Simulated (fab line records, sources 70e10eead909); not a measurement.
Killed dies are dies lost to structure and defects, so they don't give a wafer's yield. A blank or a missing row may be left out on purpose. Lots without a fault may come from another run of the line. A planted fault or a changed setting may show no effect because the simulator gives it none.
Chamber matching | flow nand_harc | NHARC_P_ZERO_WELL_DESCUM_39 on rie_diel-07: 4 sister chambers
The step chemistry O2, time 3 s. 8 wafers are shown with their chamber, then 9 later ones without.

WAFERS WITH THEIR CHAMBER
wafer  | chamber | showerhead_plenum_p_Torr (Torr) | oes_product_au (a.u.)
L076.3 | 3       | 1.88                            | 0.999
L080.5 | 1       | 1.90                            | 0.994
L081.2 | 0       | 2.06                            | 0.997
L081.6 | 1       | 1.90                            | 1.005
L085.3 | 3       | 1.87                            | 1.006
L087.2 | 0       | 2.06                            | 1.001
L087.4 | 2       | 1.92                            | 0.994
L087.5 | 2       | 1.92                            | 0.999

WAFERS WITHOUT THEIR CHAMBER
wafer  | showerhead_plenum_p_Torr (Torr) | oes_product_au (a.u.)
L089.1 | 1.87                            | 1.017
L089.2 | 2.05                            | 1.014
L089.3 | 1.90                            | 1.008
L091.3 | 2.05                            | 0.999
L091.4 | 1.92                            | 0.993
L091.6 | 1.89                            | 0.998
L096.1 | 1.89                            | 0.999
L096.2 | 1.86                            | 1.017
L096.3 | 2.05                            | 1.011

WHICH CHAMBER EACH WENT THROUGH
wafer  | from the rows above     | in truth
L089.1 | 3                       | 3
L089.2 | 0                       | 0
L089.3 | 1                       | 1
L091.3 | 0                       | 0
L091.4 | 2                       | 2
L091.6 | can't be placed: 1 or 3 | 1
L096.1 | can't be placed: 1 or 3 | 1
L096.2 | 3                       | 3
L096.3 | 0                       | 0
Placed correctly: 7 of 9. Can't be placed from these rows: 2 (the true chamber is among the candidates in 2). Placed wrongly: 0.
How it was worked out, from the rows above alone: a wafer's distance from a chamber is the root of the sum, over the readings, of the square of ((its reading less the chamber's mean) divided by the reading's scatter). The wafer belongs to the nearest chamber; if the next one is less than 2 further off, it can't be placed. A chamber's mean is the mean of its shown wafers. The scatter: the root of (the sum of the squares of (reading less its chamber's mean) over the shown wafers, divided by (wafers less chambers)).
